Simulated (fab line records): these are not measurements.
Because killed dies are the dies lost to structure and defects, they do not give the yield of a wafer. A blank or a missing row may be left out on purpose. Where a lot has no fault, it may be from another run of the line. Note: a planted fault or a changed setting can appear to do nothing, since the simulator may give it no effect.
Split-lot study | flow n5-finfet | route with 1938 steps; 7 lots, 21 wafers read

== ABOUT THE SPLIT ==
At N5_BEOL_M4_COAT_62 (time 60 s, resist thk 12 nm), the setting spin-rpm was moved away from the recipe's 1500 rpm on 5 of the 21 wafers read, by -10.7% to +6.6%. All remaining wafers had this setting at the recipe value.

Reading taken at the split's own step.

== THE READING ==
SiARC_of_BEOL_M4_COAT_62.thk-nm (the simulator's own value, which no gauge read), in nm, at N5_BEOL_M4_COAT_62 (time 60 s, resist thk 12 nm). The file does not state a usual value for it.

wafer  | tool, chamber at the split | spin-rpm as run, rpm | against the recipe | SiARC_of_BEOL_M4_COAT_62.thk-nm, nm | against lot-mates on the recipe
L079.2 | litho-track-04, 0          | 1500                 | recipe             | 12                                  | -
L079.3 | litho-track-04, 0          | 1500                 | recipe             | 12                                  | -
L079.4 | litho-track-04, 0          | 1500                 | recipe             | 12                                  | -
L081.3 | litho-track-02, 0          | 1500                 | recipe             | 12                                  | -
L081.5 | litho-track-02, 0          | 1500                 | recipe             | 12                                  | -
L081.6 | litho-track-02, 0          | 1500                 | recipe             | 12                                  | -
L085.1 | litho-track-04, 0          | 1599                 | +6.6%              | 11.6                                | no lot-mate on the recipe
L085.4 | litho-track-04, 0          | 1599                 | +6.6%              | 11.6                                | no lot-mate on the recipe
L085.6 | litho-track-04, 0          | 1599                 | +6.6%              | 11.6                                | no lot-mate on the recipe
L088.2 | litho-track-02, 0          | 1500                 | recipe             | 12                                  | -
L088.3 | litho-track-02, 0          | 1500                 | recipe             | 12                                  | -
L088.4 | litho-track-02, 0          | 1340                 | -10.7%             | 12.8                                | +0.8
L089.2 | litho-track-02, 0          | 1500                 | recipe             | 12                                  | -
L089.5 | litho-track-02, 0          | 1500                 | recipe             | 12                                  | -
L089.6 | litho-track-02, 0          | 1341                 | -10.6%             | 12.8                                | +0.8
L094.2 | litho-track-01, 0          | 1500                 | recipe             | 12                                  | -
L094.3 | litho-track-01, 0          | 1500                 | recipe             | 12                                  | -
L094.4 | litho-track-01, 0          | 1500                 | recipe             | 12                                  | -
L096.1 | litho-track-02, 0          | 1500                 | recipe             | 12                                  | -
L096.2 | litho-track-02, 0          | 1500                 | recipe             | 12                                  | -
L096.4 | litho-track-02, 0          | 1500                 | recipe             | 12                                  | -

THE FIT
A straight line over all 21 wafers: SiARC_of_BEOL_M4_COAT_62.thk-nm changes by -0.0698 nm for each +1% of spin-rpm; r = -1.00; the points scatter about the line by 0.027 nm.
The same after taking each lot's own level away (the mean of its wafers on the recipe; 18 wafers): -0.0752 nm for each +1%; r = -1.00; scatter 0.00089 nm.
That fit puts the effect of the largest move of spin-rpm on the reading at 0.8 nm.
The lots' own levels span 12.00 to 12.00 nm.
Hence the lot-to-lot level has little effect on the slope; both slopes agree.
Check: for one of the wafers moved furthest among these (-10.7%), held out of the fit, the line's prediction against its lot-mates is +0.805 nm. Against them it came out at +0.8 nm.

== THESE WAFERS: OTHER SPLITS ==
Other splits were also applied to these wafers ahead of the reading. Each is held against what the fit with the lots' levels taken away leaves over:
other split on the same wafers             | wafers away from the commonest value | r with SiARC_of_BEOL_M4_COAT_62.thk-nm (lot level and that fit taken away)
N5_MOL_CONTACT_COAG_ETCH_47 over-etch-frac | 11                                   | +0.15
N5_BEOL_M0_SAQP_PECVD_03 time-s            | 6                                    | +0.00
N5_BEOL_M0_SAQP_COAT_08 spin-rpm           | 8                                    | +0.18
N5_BEOL_M0_ETCH_128 source-w               | 4                                    | +0.00
N5_BEOL_M2_COAT_62 spin-rpm                | 5                                    | +0.00
N5_BEOL_M2_EXPOSE_08 dose-mj               | 4                                    | +0.26
N5_BEOL_M2_SPUTTER_79 time-s               | 5                                    | +0.00
N5_BEOL_M3_ETCH_70 bias-w                  | 7                                    | +0.20
N5_BEOL_M3_TRENCH_ETCH_37 time-s           | 7                                    | -0.03

== FILE'S OWN FIT ==
SiARC_of_BEOL_M4_COAT_62.thk-nm changes by -0.0752 nm for each +1% of spin-rpm, r = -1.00.
